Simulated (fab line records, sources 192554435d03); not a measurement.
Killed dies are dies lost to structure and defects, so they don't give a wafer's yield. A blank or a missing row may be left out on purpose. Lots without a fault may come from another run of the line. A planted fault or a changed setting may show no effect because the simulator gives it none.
A struck lot beside a sound one | flow n5_finfet | 14 steps out of a route of 1938
Sound: wafers L716.2, L716.3, L716.5. Struck: wafers L730.2, L730.3. (L730.4 of the same lot was not struck and is left out.) The cause comes at the end.
At each step with rows: each side's tool, then ch and its chambers, then its first start. Under that, the readings that differ: sound wafers | struck wafers | difference of the means | sigmas: that difference in standard deviations of wafers without a fault.
alike: readings whose means differ by less than 2 such deviations, and words and numbers that are the same on both sides. not compared: withheld readings, readings that some wafer has no value for, bounds like >300 that may hide the same value, and numbers for which the record gives no deviation and whose values overlap.
The two part at a step that has a row with sigmas, a row that says differs or no value, or rows on one side only. Numbers that don't overlap but have no deviation are shown without sigmas and don't part them. A reading that every wafer of one side lacks parts them only if that side has two wafers or more.

N5_BEOL_M8_OVL_MEAS_29:
  sound on overlay-01 ch 0, day 10 03:13; struck on overlay-01 ch 0, day 13 23:25
  reading     | sound          | struck  | difference | sigmas
  V7_OVL (nm) | -0.9 -1.1 -0.8 | 1.3 1.1 | +2.1       | +3
N5_BEOL_M8_INSPECT_30: inspects for defects (brightfield).
  sound on defect_inspect-01, day 10 03:17; struck on defect_inspect-02, day 13 23:28
  alike: raw_defect_count
N5_BEOL_M8_DESCUM_33: chemistry O2, time 7 s.
  sound on rie_diel-05 ch 0,1,2, day 10 03:19; struck on rie_diel-04 ch 0,3, day 13 23:29
  alike: drypump_motor_current_A, oes_product_au, rf_vpp_V, showerhead_plenum_p_Torr, throttle_valve_pct
  not compared: rf_hours_counter_h
N5_BEOL_M8_ETCH_72: etches underlayer in N2/H2, target depth 6.5 nm, time 5.2 s.
  sound on rie_diel-05 ch 0,1,2, day 10 03:21; struck on rie_diel-04 ch 0,3, day 13 23:32
  alike: drypump_motor_current_A, etch_rf_on_time_s, oes_product_au, rf_vpp_V, showerhead_plenum_p_Torr, throttle_valve_pct
  not compared: rf_hours_counter_h
then, 4 steps without rows for these wafers: N5_BEOL_M8_ETCH_65 (etches SiARC in CF4, target depth 15.6 nm, time 26 s); N5_BEOL_M8_ETCH_66 (etches SOC in N2/H2, target depth 80 nm, overetch 16 nm, time 120 s); N5_BEOL_M8_STRIP_69 (strips in N2/H2); N5_BEOL_M8_STRIP_73 (strips in N2/H2).
N5_BEOL_M8_VIA_ETCH_34: etches SiCOH lowk in C4F6/O2, target depth 125.5 nm, time 50.5 s.
  sound on rie_diel-05 ch 0,1,2, day 10 03:30; struck on rie_diel-04 ch 0,3, day 13 23:40
  alike: drypump_motor_current_A, mfc_ar_sccm, oes_product_au, rf_vpp_V, showerhead_plenum_p_Torr, throttle_valve_pct
  not compared: rf_hours_counter_h
then, 1 step without rows for these wafers: N5_BEOL_M8_STRIP_76 (strips in C4F6/O2).
N5_BEOL_M8_STRIP_36: strips in N2/H2.
  sound on rie_diel-05 ch 0,1,2, day 10 03:33; struck on rie_diel-04 ch 0,3, day 13 23:44
  alike: drypump_motor_current_A, oes_product_au, power_w, rf_vpp_V, showerhead_plenum_p_Torr, throttle_valve_pct
  not compared: rf_hours_counter_h
N5_BEOL_M8_TRENCH_ETCH_37: etches SiCOH lowk in C4F6/O2, target depth 93.478 nm, time 31.2 s.
  sound on rie_diel-05 ch 0,1,2; struck on rie_diel-04 ch 0,3
  alike: drypump_motor_current_A, mfc_ar_sccm, oes_product_au, rf_vpp_V, showerhead_plenum_p_Torr, throttle_valve_pct
  not compared: rf_hours_counter_h
N5_BEOL_M8_ETCH_41: etches SiCN in CH3F/O2, target depth 31.9 nm, time 57.8 s.
  sound on rie_diel-05 ch 0,1,2, day 10 03:37; struck on rie_diel-04 ch 0,3, day 13 23:48
  reading                  | sound             | struck      | difference | sigmas
  model.etch.depth_nm (nm) | 22.44 21.39 22.16 | 18.36 19.05 | -3.29      |
  alike: CH3F_flow_sccm, drypump_motor_current_A, mfc_ar_sccm, oes_product_au, rf_vpp_V, showerhead_plenum_p_Torr, throttle_valve_pct
  not compared: rf_hours_counter_h
then, 1 step without rows for these wafers: N5_BEOL_M8_STRIP_80 (strips in N2/H2, time 10 s).

WHERE THEY PART
Only at N5_BEOL_M8_OVL_MEAS_29, within this record. Later steps at which nothing parts them and some readings are alike: N5_BEOL_M8_INSPECT_30, N5_BEOL_M8_DESCUM_33, N5_BEOL_M8_ETCH_72, N5_BEOL_M8_VIA_ETCH_34, N5_BEOL_M8_STRIP_36, N5_BEOL_M8_TRENCH_ETCH_37, N5_BEOL_M8_ETCH_41.

WHY: what the simulator had put in
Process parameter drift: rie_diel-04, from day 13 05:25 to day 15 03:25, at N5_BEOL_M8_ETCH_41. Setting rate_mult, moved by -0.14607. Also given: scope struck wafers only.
